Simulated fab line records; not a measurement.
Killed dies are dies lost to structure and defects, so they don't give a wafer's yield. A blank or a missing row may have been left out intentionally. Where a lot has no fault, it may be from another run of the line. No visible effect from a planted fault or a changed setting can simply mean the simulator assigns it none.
fab line records    flow n5Finfet
record: lots: 3  wafers: 8  lastDay: 17
route steps=1938 shown BEOL_M4@1099 BEOL_M5@1112 BEOL_M15@1808 PASSIVATION@1936
lots that met no fault: taken from a fault-free run of the same line
startH: the number of hours between the record's first day and the start of the first shown wafer of the lot    waitH: hours since the lot's step before    " as in the row above    L1.1+2: a single row standing in for several wafers    - value missing, or start not given    * or withheld: withheld    < > ~ a bound
route shown NAME@n: NAME is a module with steps in the file, n the number in the route of the first one    usual: the fault-free wafers' mean and standard deviation    same: alike in all rows    chamber/n: place in a boat    sites: the reading at each site    _std_site: standard deviation of those values    _edge_site: inner sites' mean taken away from outer sites' mean    radiusMm: how far each site lies from the wafer's centre    mask NAME#n: copy n    behind: the tool/chamber that last shaped the wafer    hold: why the lot went on hold/how many hours it stayed there/how the hold came to an end    device: whichever transistor did not switch (one of n, p or np)    end of line: tests run on the same wafers once the route is complete    a step with no rows: only its recipe    killed: at the first sort, the dies lost to defects and structure; wafer yield is something else    map: shows each die of a wafer: x if killed, . if not, _ if none is there
set.NAME: setting as actually run; set.NAME@STEP: the setting as run at that earlier step    model.NAME: the simulator's own value behind a step, which no gauge read
a table for each step, a row for each wafer; lots at some steps of the route
services: the hour from which a tool's chamber was out of use, counted from the record's first day as startH (under 0 if before that day), plus the number of hours and why
== steps ==
step: N5_BEOL_M4_ANNEAL_95
recipe: tempC: 400  timeS: 240  ambient: vacuum
step: N5_BEOL_M4_SPUTTER_96
recipe: material: Cu  targetThkA: 45  tempC: -20  chamberPressurePa: 0.07  powerW: withheld  timeS: 8.29
step: N5_BEOL_M4_ECD_50
recipe: material: Cu  targetThkA: 3000
step: N5_BEOL_M4_ANNEAL_51
recipe: tempC: 225  timeS: 90  ambient: N2
step: N5_BEOL_M4_CMP_52
recipe: stopOn: SiOC  tOverpolishS: 6.8  downForcePsi: 1  platenRpm: 50  clearingPlatenDownForcePsi: 1.5  clearingPlatenRpm: 50  postCmpClean: cuAlkaline  targetThkNm: 40  clearingPlatenPadVelocityMS: 0.99484  padVelocityMS: 0.99484
step: N5_BEOL_M4_PRE_CLEAN_60
recipe: gas: NH3/H2  timeS: 15  tempC: *  rfPowerW: 300
step: N5_BEOL_M4_CO_CAP_55
recipe: material: Co  targetThkA: 20  tempC: 200  precursor: CCTBA/H2  pressureTorr: 30  timeS: 102.1
step: N5_BEOL_M4_PRE_CLEAN_56
recipe: gas: NH3  timeS: 15  tempC: withheld  rfPowerW: 300
step: N5_BEOL_M4_DEP_57
recipe: material: SiCN  targetThkA: 80  tempC: withheld  precursor: 3MS/NH3  pressureTorr: 3  rfW: 202  timeS: 14
step: N5_BEOL_M4_RC_MEAS_101
usual: DIBL_N: 36.2/2  DIBL_P: 36.1/2.4  IOFF_N: 0.16/0.035  IOFF_P: 0.22/0.041  ION_N: 675/14  ION_P: 465/8.6  SS_N: 71.5/0.64  SS_P: 73.2/0.76  VT_N: 250/3.9  VT_P: -249/3.4
lot.wafer  tool       chamber  startH  waitH  DIBL_N[mV/V]  DIBL_P[mV/V]  IOFF_N[nA/um]  IOFF_P[nA/um]  ION_N[uA/um]  ION_P[uA/um]  SS_N[mV/dec]  SS_P[mV/dec]  VT_N[mV]  VT_P[mV]
L149.1     prober-01  0        205.99  0.0    37.3          37.2          0.18           0.24           675           465           72.0          73.2          247       -249
L149.3     "          0        "       "      35.4          36.0          0.14           0.23           678           473           71.4          73.2          252       -247
L149.6     "          0        "       "      35.6          36.1          0.15           0.23           677           464           71.3          73.7          250       -247
L164.2     prober-02  0        296.09  0.2    37.0          36.9          0.15           0.18           662           449           71.9          72.8          255       -253
L164.5     "          0        "       "      33.5          32.6          0.10           0.13           651           449           71.2          72.2          259       -258
L165.1     prober-01  0        298.57  0.0    35.0          34.5          0.13           0.20           660           465           70.9          73.2          251       -249
L165.4     "          0        "       "      36.9          35.5          0.16           0.20           672           459           71.8          74.1          248       -250
L165.6     "          0        "       "      36.2          34.7          0.14           0.18           671           457           71.6          73.4          252       -255
step: N5_BEOL_M5_ILD_DEP_00
recipe: material: SiCOH_lowk  targetThkA: 1406.4  tempC: 300  precursor: DEMS/porogen  pressureTorr: 5  rfW: 500  timeS: 25.9
step: N5_BEOL_M5_CURE_79
recipe: tempC: 385  timeS: 240  ambient: He/Ar  material: SiCOH_lowk
step: N5_BEOL_M5_PECVD_70
recipe: material: SiO2  targetThkA: 160  tempC: 400  precursor: TEOS/O2  pressureTorr: 5.5  rfW: 450  teosFlowSccm: 53.8  gas: O2  flowSccm: 3000  timeS: 18
step: N5_BEOL_M5_HM_DEP_02
recipe: material: TiN  targetThkA: 200  tempC: 25  chamberPressurePa: 0.49996
step: N5_BEOL_M5_COAT_59
recipe: resist: SOC  tempC: 250  timeS: 60  spinRpm: 1500  resistThkNm: 60
step: N5_BEOL_M5_COAT_60
recipe: resist: SiARC  tempC: 220  timeS: 60  spinRpm: 1500  resistThkNm: 12
step: N5_BEOL_M5_COAT_71
recipe: resist: underlayer  tempC: 205  timeS: 60  spinRpm: 1500  resistThkNm: 5
step: N5_BEOL_M5_COAT_05
recipe: resist: CAR-EUV  spinRpm: 1500  resistThkNm: 30
step: N5_BEOL_M5_EBR_07
recipe: solvent: PGMEA  ebrWidthMm: 1.5
step: N5_BEOL_M5_SOFTBAKE_06
recipe: tempC: 110  timeS: 60  resist: CAR-EUV
step: N5_BEOL_M5_EXPOSE_08
recipe: maskId: M5  na: 0.33  sourceShape: annular  sigmaInner: 0.4  sigmaOuter: 0.8  polarization: unpolarized  targetCdNm: 28  doseMj: 35.75
step: N5_BEOL_M5_PEB_09
recipe: pebTempC: 100  pebTimeS: 60  resist: CAR-EUV
step: N5_BEOL_M5_DEVELOP_10
recipe: developTimeS: 30  developer: TMAH  resist: CAR-EUV  rinseLiquid: surfactantRinse  dry: airSpin  devTempC: 23
step: N5_BEOL_M5_DESCUM_16
recipe: chemistry: O2  timeS: 7  sourcePowerW: 50  biasPowerW: 20  pressureMtorr: 20  rfFrequencyHz: 2.712e+07  tempC: 40  resist: CAR-EUV  o2FlowSccm: 225
step: N5_BEOL_M5_ETCH_72
recipe: chemistry: N2/H2  target: underlayer  targetDepthA: 65  maskMaterial: CAR-EUV  timeS: 5.2  ionEnergyEv: 200  pressureMtorr: 30  sourceW: 840  biasW: 150  n2FlowSccm: 200  h2FlowSccm: 200  ends: cleared
step: N5_BEOL_M5_ETCH_61
recipe: chemistry: CF4  target: SiARC  targetDepthA: 156  maskMaterial: CAR-EUV  timeS: 26  ionEnergyEv: 80  pressureMtorr: 40  sourceW: 545  biasW: 36  Ar_flow_sccm: 100  cf4FlowSccm: 100  ends: cleared
step: N5_BEOL_M5_ETCH_62
recipe: chemistry: N2/H2  target: SOC  targetDepthA: 750  overetchA: 150  maskMaterial: SiARC  tempC: 40  timeS: 112.5  ionEnergyEv: 200  pressureMtorr: 30  sourceW: 840  biasW: 150  n2FlowSccm: 200  h2FlowSccm: 200
step: N5_BEOL_M5_STRIP_63
recipe: chemistry: N2/H2  tempC: 40  n2FlowSccm: 200  h2FlowSccm: 200  rfFrequencyHz: 6e+07
step: N5_BEOL_M5_STRIP_73
recipe: chemistry: N2/H2  tempC: 40  n2FlowSccm: 200  h2FlowSccm: 200  rfFrequencyHz: 6e+07
step: N5_BEOL_M5_STRIP_64
recipe: chemistry: CF4  resist: SiARC  powerW: 300  biasPowerW: 75  pressureMtorr: 50  cf4FlowSccm: 150  rfFrequencyHz: 6e+07
step: N5_BEOL_M5_HM_OPEN_17
recipe: chemistry: Cl2/BCl3  targetDepthA: 200  overetchA: 60  target: TiN  maskMaterial: SOC  ionEnergyEv: 150  pressureMtorr: 10  icpW: 1000  biasW: 126  Cl2_flow_sccm: 53.25  bcl3FlowSccm: 21.75  Ar_flow_sccm: 25
step: N5_BEOL_M5_STRIP_19
recipe: chemistry: O2  powerW: 400  tempC: 40  pressureMtorr: 30  rfFrequencyHz: 6e+07  biasPowerW: 0  overashFraction: 0.2  o2FlowSccm: 225
step: N5_BEOL_M5_COAT_65
recipe: resist: SOC  tempC: 250  timeS: 60  spinRpm: 1500  resistThkNm: 60
step: N5_BEOL_M5_COAT_66
recipe: resist: SiARC  tempC: 220  timeS: 60  spinRpm: 1500  resistThkNm: 12
step: N5_BEOL_M15_ETCH_61
recipe: chemistry: N2/H2  target: BARC  targetDepthA: 890  overetchA: 267  timeS: 67.9  ionEnergyEv: 200  pressureMtorr: 30  sourceW: 840  biasW: 150  n2FlowSccm: 200  h2FlowSccm: 200
usual: biasW: 149.9/0.46  drypumpMotorCurrentA: 5.9/0.36  oesProductAu: 0.67/0.068  rfVppV: 523/3.4  showerheadPlenumPTorr: 2.51/0.12  throttleValvePct: 17.85/0.28
lot.wafer  tool        chamber  startH  waitH  biasW  drypumpMotorCurrentA  oesProductAu  rfHoursCounterH  rfVppV  showerheadPlenumPTorr  throttleValvePct  model.coat_of_BEOL_M15_COAT_22.thkNm  model.etch.depthNm  model.BEOL_M15.cdNm
L149.1     rieDiel-02  0        296.29  0.0    149.1  5.2                   0.62          186              523     2.51                   17.75             715                                   89.13               396.2
L149.3     "           3        "       "      149.8  6.2                   0.67          110              522     2.44                   17.66             717.2                                 88.68               399.4
L149.6     "           3        "       "      150.4  6.2                   0.67          -                521     2.43                   17.66             717                                   88.83               395.4
L164.2     rieDiel-02  0        383.72  0.0    150.0  5.3                   0.53          217              523     2.49                   17.80             743.6                                 69.54               393.8
L164.5     "           3        "       "      149.8  6.2                   0.59          -                521     2.42                   17.68             740.8                                 72.64               391.4
L165.1     rieDiel-05  0        386.52  0.0    150.4  5.5                   0.70          110              521     2.45                   17.50             719                                   89.17               401.6
L165.4     "           3        "       "      149.4  6.0                   0.62          218              526     2.62                   18.31             722.6                                 89.51               401.6
L165.6     "           1        "       "      149.5  5.5                   0.79          -                528     2.71                   17.99             713.4                                 89.15               402.6
step: N5_BEOL_M15_TRENCH_ETCH_34
recipe: chemistry: C4F8/O2/Ar  target: SiO2  targetDepthA: 8729.3  heInnerTorr: 15  heOuterTorr: 30  timeS: 199  ionEnergyEv: 800  pressureMtorr: 20  sourceW: 1905  biasW: 2040  Ar_flow_sccm: 400  C4F8_flow_sccm: 16  O2_flow_sccm: 12
usual: O2_flow_sccm: 12.00/0.032  biasW: 2040/6.1  drypumpMotorCurrentA: 5.9/0.37  oesProductAu: 0.78/0.086  rfVppV: 2202/52  showerheadPlenumPTorr: 3.41/0.15  throttleValvePct: 30.9/0.36
lot.wafer  tool        chamber  startH  waitH  O2_flow_sccm  biasW  drypumpMotorCurrentA  oesProductAu  rfHoursCounterH  rfVppV  showerheadPlenumPTorr  throttleValvePct  model.coat_of_BEOL_M15_COAT_22.thkNm
L149.1     rieDiel-02  0        296.35  0.0    11.97         2048   5.2                   0.73          186              2121    3.38                   30.7              534.6
L149.3     "           3        "       "      12.00         2033   6.2                   0.81          110              2233    3.35                   31.0              540.8
L149.6     "           3        "       "      12.01         2050   6.2                   0.81          -                2234    3.35                   31.0              541.4
L164.2     rieDiel-02  0        383.77  0.0    11.95         2035   5.2                   0.26          217              2120    3.36                   30.0              566.8
L164.5     "           3        "       "      12.02         2045   6.2                   0.29          -                2233    3.33                   30.3              567.2
L165.1     rieDiel-05  0        386.57  0.0    12.01         2032   5.5                   0.84          110              2212    3.34                   30.6              533.4
L165.4     "           3        "       "      11.99         2041   5.9                   0.71          218              2324    3.56                   31.5              558.4
L165.6     "           1        "       "      12.01         2039   5.5                   0.96          -                2211    3.66                   31.3              525
step: N5_BEOL_M15_ETCH_38
recipe: chemistry: CF4/N2  target: SiCN  targetDepthA: 1064  taperDeg: 2  timeS: 120.5  ionEnergyEv: 150  maskMaterial: SiO2  pressureMtorr: 40  sourceW: 430  biasW: 70  Ar_flow_sccm: 100  cf4FlowSccm: 60  n2FlowSccm: 60
usual: biasW: 69.99/0.21  drypumpMotorCurrentA: 5.9/0.36  oesProductAu: 0.79/0.091  rfVppV: 382.0/2.6  showerheadPlenumPTorr: 2.20/0.1  throttleValvePct: 15.39/0.28
lot.wafer  tool        chamber  startH  waitH  biasW  drypumpMotorCurrentA  oesProductAu  rfHoursCounterH  rfVppV  showerheadPlenumPTorr  throttleValvePct  model.BEOL_M15.cdNm
L149.1     rieDiel-02  3        -       -      70.16  6.2                   0.81          111              380.5   2.14                   15.28             397
L149.3     "           1        "       "      70.18  6.0                   0.69          235              380.4   2.07                   15.49             399
L149.6     "           3        "       "      70.36  6.2                   0.81          -                379.0   2.14                   15.29             394.4
L164.2     rieDiel-06  3        -       -      70.18  6.5                   0.85          77               380.1   2.14                   14.96             393.8
L164.5     "           0        "       "      70.18  6.3                   0.79          -                381.6   2.21                   15.48             390
L165.1     rieDiel-06  3        -       -      69.66  6.5                   0.85          77               382.3   2.14                   14.93             401
L165.4     "           0        "       "      70.04  6.3                   0.79          114              383.7   2.21                   15.48             401.2
L165.6     "           2        "       "      69.84  5.6                   0.69          -                384.4   2.29                   15.44             402.2
step: N5_BEOL_M15_THK_MEAS_50
recipe: thkMeasGauge: xrf  reads: Cu_of_BEOL_M15_ECD_47
usual: M15_THK: 875/26
lot.wafer  tool          chamber  startH  waitH  M15_THK[nm]
L149.1     filmMetro-02  -        298.88  -      879
L149.3     "             -        "       "      908
L149.6     "             -        "       "      898
L164.2     filmMetro-02  -        385.85  -      -
L164.5     "             -        "       "      -
L165.1     filmMetro-01  -        388.93  -      913
L165.4     "             -        "       "      843
L165.6     "             -        "       "      933
step: N5_BEOL_M15_RS_MEAS_54
recipe: thkMeasGauge: four-point-probe  reads: Cu_of_BEOL_M15_ECD_47+Ta_of_BEOL_M15_SPUTTER_44+TaN_of_BEOL_M15_SPUTTER_43
usual: M15_RS: 0.0215/0.00062
lot.wafer  tool          chamber  startH  waitH  M15_RS[ohm/sq]
L149.1     filmMetro-01  -        299.01  0.0    0.0213
L149.3     "             -        "       "      0.0207
L149.6     "             -        "       "      0.0208
L164.2     filmMetro-02  -        385.98  0.1    -
L164.5     "             -        "       "      -
L165.1     filmMetro-02  -        389.06  0.0    0.0206
L165.4     "             -        "       "      0.0223
L165.6     "             -        "       "      0.0202
step: N5_PASSIVATION_PROBE_49
usual: defectLimitedYield: 91.1/1.4  killed_at_M0_to_M3: 36/9.9  killed_at_M4_up: 13/5.8  killedAtContacts: 14/5.9  killedAtFrontEnd: 39/11  killedAtOther: 3.4/2.9  killedDies: 105/17  killedOnRim: 15/3.9  killedOpen: 70/13  killedShort: 34/7.3  sort_bin_5_function: 5.3/1  sort_bin_6_memory: 3.3/0.62  sortNPass: 1075/17  sortYieldPct: 91.1/1.4
same: grossDies: 1180  killedAtBackSide: 0  sort_bin_4_leakage[%]: 0  sort_bin_8_speed[%]: 0
lot.wafer  tool       chamber  startH  waitH  defectLimitedYield[%]  killed_at_M0_to_M3  killed_at_M4_up  killedAtContacts  killedAtFrontEnd  killedAtOther  killedDies  killedOnRim  killedOpen  killedShort  sort_bin_5_function[%]  sort_bin_6_memory[%]  sortNPass  sortYieldPct[%]
L149.1     prober-02  -        314.57  0.0    89.0                   48                  20               14                46                2              130         15           95          32           7.3                     3.3                   1050       89.0
L149.3     prober-02  -        314.67  0.1    89.4                   57                  12               14                39                3              125         17           93          31           6.8                     3.7                   1055       89.4
L149.6     prober-02  -        314.82  0.3    90.8                   37                  18               10                43                0              108         13           76          31           5.2                     3.7                   1072       90.8
L164.2     prober-01  -        400.50  0.1    0                      48                  1081             17                32                2              1180        152          82          26           97.0                    3.0                   0          0
L164.5     prober-01  -        400.65  0.2    0.1                    55                  1089             16                17                2              1179        152          66          39           96.5                    3.3                   1          0.1
killed by level:class
L149.1 FIN_SAQP:geometricParticle:open=15 BEOL_M1:geometricParticle:open=14 MOL_CONTACT_COAG:geometricParticle:open=11 FIN_SAQP:geometricParticle:short=9 BEOL_M4:geometricParticle:open=9 BEOL_M0_SAQP:geometricParticle:short=8 STI_FIN_REVEAL:geometricParticle:open=7 DUMMY_GATE:geometricParticle:open=6
L149.3 BEOL_M3:geometricParticle:open=20 FIN_SAQP:geometricParticle:open=17 BEOL_M1:geometricParticle:open=13 MOL_CONTACT_COAG:geometricParticle:open=11 BEOL_M0:geometricParticle:open=8 BEOL_M0_SAQP:geometricParticle:short=7 DUMMY_GATE:geometricParticle:open=5 STARTING-WAFER:geometricParticle:short=5
L149.6 BEOL_M1:geometricParticle:open=9 BEOL_M2:geometricParticle:open=9 FIN_SAQP:geometricParticle:open=7 DUMMY_GATE:geometricParticle:open=7 MOL_CONTACT_COAG:geometricParticle:open=7 BEOL_M0_SAQP:geometricParticle:open=7 FIN_SAQP:geometricParticle:short=6 GATE_CUT:geometricParticle:short=5
L164.2 BEOL_M15:areaEtch=1070 MOL_CONTACT_COAG:geometricParticle:open=16 BEOL_M3:geometricParticle:open=16 BEOL_M2:geometricParticle:open=11 FIN_SAQP:geometricParticle:open=8 STI_FIN_REVEAL:geometricParticle:open=7 BEOL_M3:geometricParticle:short=5 BEOL_M0_SAQP:geometricParticle:open=4
L164.5 BEOL_M15:areaEtch=1072 BEOL_M0_SAQP:geometricParticle:short=15 MOL_CONTACT_COAG:geometricParticle:open=13 BEOL_M0_SAQP:geometricParticle:open=10 BEOL_M2:geometricParticle:open=9 BEOL_M1:geometricParticle:open=7 BEOL_M3:geometricParticle:open=7 FIN_SAQP:geometricParticle:short=4
map L164.2 (x killed, . not)
_________________xxxxxxxxxxxx________________
______________xxxxxxxxxxxxxxxxxx_____________
___________xxxxxxxxxxxxxxxxxxxxxxxx__________
__________xxxxxxxxxxxxxxxxxxxxxxxxxx_________
________xxxxxxxxxxxxxxxxxxxxxxxxxxxxxx_______
_______xxxxxxxxxxxxxxxxxxxxxxxxxxxxxxxx______
______xxxxxxxxxxxxxxxxxxxxxxxxxxxxxxxxxx_____
_____xxxxxxxxxxxxxxxxxxxxxxxxxxxxxxxxxxxx____
____xxxxxxxxxxxxxxxxxxxxxxxxxxxxxxxxxxxxxx___
___xxxxxxxxxxxxxxxxxxxxxxxxxxxxxxxxxxxxxxxx__
___xxxxxxxxxxxxxxxxxxxxxxxxxxxxxxxxxxxxxxxx__
__xxxxxxxxxxxxxxxxxxxxxxxxxxxxxxxxxxxxxxxxxx_
__xxxxxxxxxxxxxxxxxxxxxxxxxxxxxxxxxxxxxxxxxx_
_xxxxxxxxxxxxxxxxxxxxxxxxxxxxxxxxxxxxxxxxxxxx
_xxxxxxxxxxxxxxxxxxxxxxxxxxxxxxxxxxxxxxxxxxxx
_xxxxxxxxxxxxxxxxxxxxxxxxxxxxxxxxxxxxxxxxxxxx
_xxxxxxxxxxxxxxxxxxxxxxxxxxxxxxxxxxxxxxxxxxxx
_xxxxxxxxxxxxxxxxxxxxxxxxxxxxxxxxxxxxxxxxxxxx
_xxxxxxxxxxxxxxxxxxxxxxxxxxxxxxxxxxxxxxxxxxxx
_xxxxxxxxxxxxxxxxxxxxxxxxxxxxxxxxxxxxxxxxxxxx
_xxxxxxxxxxxxxxxxxxxxxxxxxxxxxxxxxxxxxxxxxxxx
__xxxxxxxxxxxxxxxxxxxxxxxxxxxxxxxxxxxxxxxxxx_
__xxxxxxxxxxxxxxxxxxxxxxxxxxxxxxxxxxxxxxxxxx_
___xxxxxxxxxxxxxxxxxxxxxxxxxxxxxxxxxxxxxxxx__
___xxxxxxxxxxxxxxxxxxxxxxxxxxxxxxxxxxxxxxxx__
____xxxxxxxxxxxxxxxxxxxxxxxxxxxxxxxxxxxxxx___
_____xxxxxxxxxxxxxxxxxxxxxxxxxxxxxxxxxxxx____
______xxxxxxxxxxxxxxxxxxxxxxxxxxxxxxxxxx_____
_______xxxxxxxxxxxxxxxxxxxxxxxxxxxxxxxx______
________xxxxxxxxxxxxxxxxxxxxxxxxxxxxxx_______
__________xxxxxxxxxxxxxxxxxxxxxxxxxx_________
___________xxxxxxxxxxxxxxxxxxxxxxxx__________
______________xxxxxxxxxxxxxxxxxx_____________
_________________xxxxxxxxxxxx________________
map L149.1 (x killed, . not)
_________________.x...x......________________
______________......x...x......x_____________
___________x...........xx..........__________
__________...x..x....x.x............_________
________............x..x.............x_______
_______.......x.........x.....x........______
______..xxx.............xx.............._____
_____.........xx............x..x....x....____
____.............x..x.....................___
___...................x.........x....x.....__
___..x....................x............x...__
__x.x..x........x............x.............._
__.............x............x....x.......x.._
_xx..............x.xx..........x.............
_.................x..x.........x........x....
_...x...............x....x.................x.
_..........x.........x.x..x...x..............
_...................x....x.....x...........x.
_.....x.....x.....................x......x...
_.....................................xx..x..
_.x......x......x.......x..x................x
__...x..............x.......x...........xx.._
__..x.x.............................xx......_
___....x........x.......x...x.............x__
___x..........x.x.......................x..__
____....xx..x....x.x.x..........xx.xx.....___
_____...........x.x....xx.x..............____
______.x...x.........x.....x.......x...._____
_______.......................x.....x..______
________.......................xx....._______
__________.............xx..........._________
___________...........x............__________
______________.x..x...x........._____________
_________________....x.......________________
== services ==
tool        chamber  startH  hours  kind
rieDiel-02  0        278.05  4.4    repair
rieDiel-06  1        287.76  -      clean
rieDiel-06  1        287.76  -      consumableReplace:focusRing
rieDiel-06  1        287.76  -      consumableReplace:showerhead
rieDiel-06  1        287.76  16.5   scheduledDown
rieDiel-06  1        287.76  16.5   ventCycle
rieDiel-05  -        298.29  4.3    pm
rieDiel-06  2        307.35  1.8    repair
rieDiel-06  2        309.34  9.4    repair
rieDiel-05  1        325.31  -      clean
rieDiel-05  1        325.31  -      consumableReplace:focusRing
rieDiel-05  1        325.31  -      consumableReplace:showerhead
rieDiel-05  1        325.31  28.2   scheduledDown
rieDiel-05  1        325.31  28.2   ventCycle
rieDiel-02  1        337.28  -      clean
rieDiel-02  1        337.28  -      consumableReplace:focusRing
rieDiel-02  1        337.28  -      consumableReplace:showerhead
rieDiel-02  1        337.28  20.4   scheduledDown
rieDiel-02  1        337.28  20.4   ventCycle
rieDiel-02  3        348.17  1.7    repair
rieDiel-06  3        351.73  3.7    repair
rieDiel-05  0        365.05  20.0   repair
rieDiel-06  0        370.50  2.6    repair
== key ==
firstSign: step: N5_BEOL_M15_TRENCH_ETCH_34  reading: oesProductAu  direction: down  sigmas: 5.9  usual: 0.78  struck: 0.27
effect: step: N5_BEOL_M15_THK_MEAS_50  reading: M15_THK  direction: missing
effect: step: N5_BEOL_M15_RS_MEAS_54  reading: M15_RS  direction: missing
effect: step: N5_PASSIVATION_PROBE_49  reading: killed_at_M4_up  direction: up  sigmas: 99+  usual: 13  struck: 1085
modelEffect: step: N5_BEOL_M15_ETCH_61  value: coat_of_BEOL_M15_COAT_22.thkNm  without: 716.2  struck: 742.2
modelEffect: step: N5_BEOL_M15_TRENCH_ETCH_34  value: coat_of_BEOL_M15_COAT_22.thkNm  without: 540.9  struck: 567
modelEffect: step: N5_BEOL_M15_ETCH_38  value: BEOL_M15.cdNm  without: 396.9  struck: 391.9
moreKillsBornAt: N5_BEOL_M15_ETCH_61@rieDiel-02: 2142
metAt N5_BEOL_M15_ETCH_61
struckWafers L164.2,L164.5
laterRowsLeftOut L164.2,L164.5
onsetBetween 296.29 383.72
alsoFits N5_BEOL_M15_TRENCH_ETCH_34:rieDiel-02
fault: kind: processParameterDrift  tool: rieDiel-02  chamber: -  onsetH: 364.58  steps: N5_BEOL_M15_ETCH_61  channel: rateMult  offset: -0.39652  shape: step  endH: 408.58  scope: struckWafersOnly
laterRowsLeftOut: the simulator's readings of these wafers behind a module that went badly wrong aren't trusted and aren't shown, but for the sort
